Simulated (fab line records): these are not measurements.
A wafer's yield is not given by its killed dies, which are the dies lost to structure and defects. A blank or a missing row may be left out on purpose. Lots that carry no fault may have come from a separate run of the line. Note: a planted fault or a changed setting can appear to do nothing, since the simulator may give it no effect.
Matching of chambers	flow n5 finfet	N5_BEOL_M4_ETCH_70 on rie diel-01: 4 sister chambers
The step etches SOC in N2/H2, target depth 80 nm, overetch 24 nm, time 130 s. 8 wafers are shown with their chamber, then 9 later ones without.

== EACH WAFER AND ITS CHAMBER ==
wafer	chamber	drypump motor current A (A)	showerhead plenum p Torr (Torr)
L082.2	1	4.8	2.49
L082.5	0	5.4	2.61
L082.6	3	5.8	2.60
L086.5	1	4.9	2.48
L086.6	2	5.5	2.52
L089.1	0	5.4	2.60
L089.3	2	5.5	2.52
L089.6	3	5.8	2.59

== WAFERS WITHOUT THEIR CHAMBER ==
wafer	drypump motor current A (A)	showerhead plenum p Torr (Torr)
L093.1	5.4	2.60
L093.2	5.8	2.59
L093.4	4.9	2.48
L094.2	4.8	2.48
L094.4	5.5	2.52
L094.6	5.5	2.51
L096.2	5.8	2.58
L096.4	5.4	2.60
L096.6	5.5	2.51

== THE CHAMBER EACH PASSED THROUGH ==
wafer	from the rows above	in truth
L093.1	0	0
L093.2	3	3
L093.4	1	1
L094.2	1	1
L094.4	2	2
L094.6	2	2
L096.2	3	3
L096.4	0	0
L096.6	2	2
Correctly placed: 9 of 9. Left unplaced by these rows: 0. Wrongly placed: 0.
How it was worked out, from the rows above alone: a wafer's distance from a chamber is the root of the sum, over the readings, of the square of ((its reading less the chamber's mean) divided by the reading's scatter). If the next closest chamber is less than 2 further off than the closest, the wafer can't be placed; otherwise it belongs to the closest. For every chamber, the mean is computed from those of its wafers that are shown. The scatter: take each reading less its chamber's mean, square it, sum over the shown wafers, divide by the number of wafers less the number of chambers, and take the root.
